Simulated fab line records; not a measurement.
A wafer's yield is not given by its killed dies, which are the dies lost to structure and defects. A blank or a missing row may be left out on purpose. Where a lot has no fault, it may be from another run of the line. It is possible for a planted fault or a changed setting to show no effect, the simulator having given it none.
Struck lot and sound lot, side by side | flow nand_harc | 14 steps out of a route of 1302
Sound: the wafers L351.3, L351.5, L351.6. Wafers L349.1, L349.3, L349.6 were the ones struck. At the end, the cause is stated.
Per side, at each step with rows, come the tool, then ch with its chambers, and then its first start. Under that, the readings that differ: sound wafers | struck wafers | difference of the means | sigmas: that difference in standard deviations of wafers without a fault.
alike: same words and numbers on both sides, and readings whose means sit less than 2 such deviations apart. not compared: any withheld reading, any reading some wafer has no value for, any bound like >300 that may hide the same value, and any number with overlapping values for which the record gives no deviation.
Wherever a step has rows on one side only, a row that says differs or no value, or a row with sigmas, the two part there. When numbers do not overlap yet have no deviation, they are printed without sigmas and do not part them. Lack of a reading on every wafer of one side parts them only where that side has two or more wafers.

first, 4 steps without rows for these wafers: NHARC_P_GATE_PRECLEAN_71 (cleans in SC1); NHARC_P_GATE_SRD_72; NHARC_P_GATE_OXIDE_16 (material SiO2, target thk 3 nm, ox time 392 s); NHARC_P_GATE_CVD_17 (deposits poly-Si, target thk 150 nm, time 900 s).
NHARC_P_GATE_HM_DEP_102: deposits aC, target thk 120 nm.
  sound on acl_dep-02 ch 0, day 12 21:56; struck on acl_dep-03 ch 0, day 11 23:50
  reading                | sound                | struck               | difference | sigmas
  throttle_valve_pct (%) | 34.985 35.006 34.985 | 35.016 35.009 35.013 | +0.021     | +2
NHARC_P_GATE_DEP_103: deposits SiON, target thk 30 nm.
  sound on pecvd-04 ch 0,2, day 12 22:26; struck on pecvd-04 ch 1,2, day 12 00:32
  alike: heater_power_w
then, 6 steps without rows for these wafers: NHARC_P_GATE_DEHYDRATE_18 (time 120 s); NHARC_P_GATE_HMDS_19 (time 30 s); NHARC_P_GATE_COAT_20 (resist thk 90 nm); NHARC_P_GATE_SOFTBAKE_21 (time 55 s); NHARC_P_GATE_EBR_22; NHARC_P_GATE_EXPOSE_23 (exposes mask P GATE, target cd 120 nm).
NHARC_P_GATE_PEB_24: peb time 65 s.
  sound on litho_track-06 ch 0, day 12 22:59; struck on litho_track-06, day 12 01:10
  no value came back on the struck wafers for chill_plate_temp_C (C), exhaust_pa (Pa); on the sound wafers chill_plate_temp_C (C) reads 23.06 22.99 23.05
then, 1 step without rows for these wafers: NHARC_P_GATE_DEVELOP_25 (develop time 35 s).

## WHERE THEY PART
At NHARC_P_GATE_HM_DEP_102 first; at NHARC_P_GATE_PEB_24 last (within this record only).

WHY: what the simulator had put in
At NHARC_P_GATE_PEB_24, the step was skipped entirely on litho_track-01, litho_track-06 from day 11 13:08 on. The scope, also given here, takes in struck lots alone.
